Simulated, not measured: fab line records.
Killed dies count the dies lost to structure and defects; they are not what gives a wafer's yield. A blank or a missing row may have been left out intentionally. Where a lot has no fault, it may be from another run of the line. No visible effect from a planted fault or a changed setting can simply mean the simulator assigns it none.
Matching of chambers | flow nand_harc | NHARC_A_STAIRCASE_DEP_156 on pecvd-03 has 3 sister chambers
The step deposits SiNx, target thk 50 nm. 3 wafers are shown with their chamber, then 8 later ones without.

== WAFERS WITH THEIR CHAMBER ==
wafer  | chamber | heater_power_w (W)
L086.2 | 0       | 688
L086.6 | 2       | 581
L089.2 | 1       | 576

== WAFERS WITH NO CHAMBER GIVEN ==
wafer  | heater_power_w (W)
L089.4 | 727
L089.5 | 598
L095.2 | 625
L095.3 | 659
L095.6 | 642
L094.1 | 752
L094.2 | 573
L094.3 | 624

== WHICH CHAMBER EACH WENT THROUGH ==
wafer  | from the rows above          | in truth
L089.4 | 0                            | 0
L089.5 | can't be placed: 2 or 1 or 0 | 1
L095.2 | can't be placed: 2 or 1 or 0 | 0
L095.3 | can't be placed: 0 or 2 or 1 | 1
L095.6 | can't be placed: 0 or 2 or 1 | 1
L094.1 | 0                            | 0
L094.2 | can't be placed: 1 or 2      | 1
L094.3 | can't be placed: 2 or 1 or 0 | 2
Correct placement for 2 of the 8. Not placeable from these rows: 6 (in 6, the candidates include the true chamber). Number placed wrongly: 0.
How it was worked out, from the rows above alone: a wafer's distance from a chamber is the root of the sum, over the readings, of the square of ((its reading less the chamber's mean) divided by the reading's scatter). The wafer belongs to the nearest chamber; if the next one is less than 2 further off, it can't be placed. A chamber's mean is the mean of its shown wafers. The scatter: with one shown wafer a chamber, the root of the mean of the squares of how far each hidden wafer lies from its nearest shown one.
